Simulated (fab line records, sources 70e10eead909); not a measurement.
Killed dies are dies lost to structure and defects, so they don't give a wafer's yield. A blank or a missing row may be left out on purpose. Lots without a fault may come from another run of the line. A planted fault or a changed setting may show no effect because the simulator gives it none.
Which tool did it? | flow nand_harc | 13 lots, 38 wafers sampled, at 3 steps of a route of 1159

WHAT THE GAUGES READ, wafer by wafer
NHARC_P_M0_THK_MEAS_24: measures by xrf.
lot  | measured     | on            | thk_nm (nm)
L162 | day 5 17:31  | film_metro-01 | 116.6 116.0 117.9
L163 | day 6 07:14  | film_metro-01 | 119.0 112.9 116.8
L164 | day 6 07:43  | film_metro-01 | 119.2 116.4 118.6
L165 | day 6 08:41  | film_metro-02 | 115.1 115.7 116.3
L166 | day 6 18:53  | film_metro-02 | 117.8 115.6 115.6
L167 | day 6 19:33  | film_metro-02 | 117.3 116.5 117.6
L168 | day 7 13:02  | film_metro-01 | 116.5 114.3 115.2
L169 | day 7 13:34  | film_metro-02 | 113.7 118.1 117.0
L171 | day 8 16:00  | film_metro-01 | 116.9 118.5
L175 | day 9 12:29  | film_metro-02 | 118.9 119.6 120.7
L179 | day 10 04:16 | film_metro-01 | 118.5 117.1 116.7
L181 | day 10 06:55 | film_metro-01 | 118.1 115.4 118.7
L185 | day 11 10:13 | film_metro-02 | 118.6 115.9 116.8

WHICH TOOL RAN EACH LOT (tool, then ch and the chambers of the sampled wafers, then the start)
lot  | NHARC_P_CONTACT_CMP_24        | NHARC_P_M0_DEGAS_28
L162 | cmp-03 ch 0,2,3, day 5 13:42  | pvd_sputter-01, day 5 16:06
L163 | cmp-04 ch 0,1,3, day 6 03:22  | pvd_sputter-02, day 6 05:51
L164 | cmp-01 ch 0,2,3, day 6 03:55  | pvd_sputter-03, day 6 06:19
L165 | cmp-01 ch 0,2, day 6 04:50    | pvd_sputter-01, day 6 07:16
L166 | cmp-01 ch 0,2,3, day 6 15:02  | pvd_sputter-02, day 6 17:28
L167 | cmp-01 ch 0,3, day 6 15:45    | pvd_sputter-01, day 6 18:08
L168 | cmp-03 ch 0,1, day 7 09:04    | pvd_sputter-02, day 7 11:38
L169 | cmp-01 ch 0,1,3, day 7 09:33  | pvd_sputter-03, day 7 12:09
L171 | cmp-03 ch 0, day 8 12:10      | pvd_sputter-03, day 8 14:37
L175 | cmp-03 ch 0,1, day 9 08:46    | pvd_sputter-02, day 9 11:04
L179 | cmp-04 ch 0,2,3, day 10 00:08 | pvd_sputter-03, day 10 02:34
L181 | cmp-01 ch 1,2,3, day 10 03:14 | pvd_sputter-01, day 10 05:31
L185 | cmp-04 ch 1,2, day 11 06:07   | pvd_sputter-01, day 11 08:49
- NHARC_P_CONTACT_CMP_24: polishes, t overpolish 30 s, target thk 200 nm.
- NHARC_P_M0_DEGAS_28: time 60 s.

WHAT THE TOOLS THEMSELVES READ (means of the sampled wafers that have a number; where no wafer has one, the mark that the record gives instead)
NHARC_P_CONTACT_CMP_24.
lot  | tool   | motor_current_A (A) | overpolish_run_s (s) | time_to_endpoint_s (s)
L162 | cmp-03 | 11.7                | 30.000               | 43.1
L163 | cmp-04 | 12.6                | 30.000               | 42.3
L164 | cmp-01 | 12.2                | 30.007               | 40.3
L165 | cmp-01 | 13.9                | 30.002               | 39.0
L166 | cmp-01 | 12.2                | 30.004               | 39.4
L167 | cmp-01 | 11.0                | 30.000               | 42.7
L168 | cmp-03 | 11.4                | 30.000               | 44.1
L169 | cmp-01 | 11.8                | 29.998               | 40.9
L171 | cmp-03 | 10.9                | 29.996               | 40.0
L175 | cmp-03 | 11.4                | 30.001               | 40.4
L179 | cmp-04 | 13.0                | 30.000               | 40.2
L181 | cmp-01 | 11.8                | 30.002               | 39.3
L185 | cmp-04 | 13.0                | 30.005               | 35.7

NHARC_P_M0_DEGAS_28.
lot  | tool           | heater_power_w (W)
L162 | pvd_sputter-01 | 329
L163 | pvd_sputter-02 | 325
L164 | pvd_sputter-03 | 326
L165 | pvd_sputter-01 | 341
L166 | pvd_sputter-02 | 336
L167 | pvd_sputter-01 | 322
L168 | pvd_sputter-02 | 322
L169 | pvd_sputter-03 | 313
L171 | pvd_sputter-03 | 338
L175 | pvd_sputter-02 | 335
L179 | pvd_sputter-03 | 325
L181 | pvd_sputter-01 | 339
L185 | pvd_sputter-01 | 334

THE ANSWER, worked out from the rows above alone
Rule: what is usual is taken from the lots themselves. Put in order of their means at a reading, lots are off if they are a third of the lots or fewer, leave a main group of 4 or more, and stand apart from it by a gap of 3 or more times the standard deviation of the main group's means; of several such gaps the widest counts. A main group whose means are all the same, to the digits that the tables above print for the reading, isn't used. A lot without any number at a reading at which 4 lots or more have one is off too. The other lots that the step has rows for count as sound. The gauges are gone through in route order, then the tools' own readings, and for those a lot's mean is taken as printed above. The first step at which some lot is off is used, and at that step the reading that is off furthest; a lot without a number counts as furthest.
No lot is off at any reading shown: from this, nothing can be told.

WHAT THE SIMULATOR HAD PUT IN
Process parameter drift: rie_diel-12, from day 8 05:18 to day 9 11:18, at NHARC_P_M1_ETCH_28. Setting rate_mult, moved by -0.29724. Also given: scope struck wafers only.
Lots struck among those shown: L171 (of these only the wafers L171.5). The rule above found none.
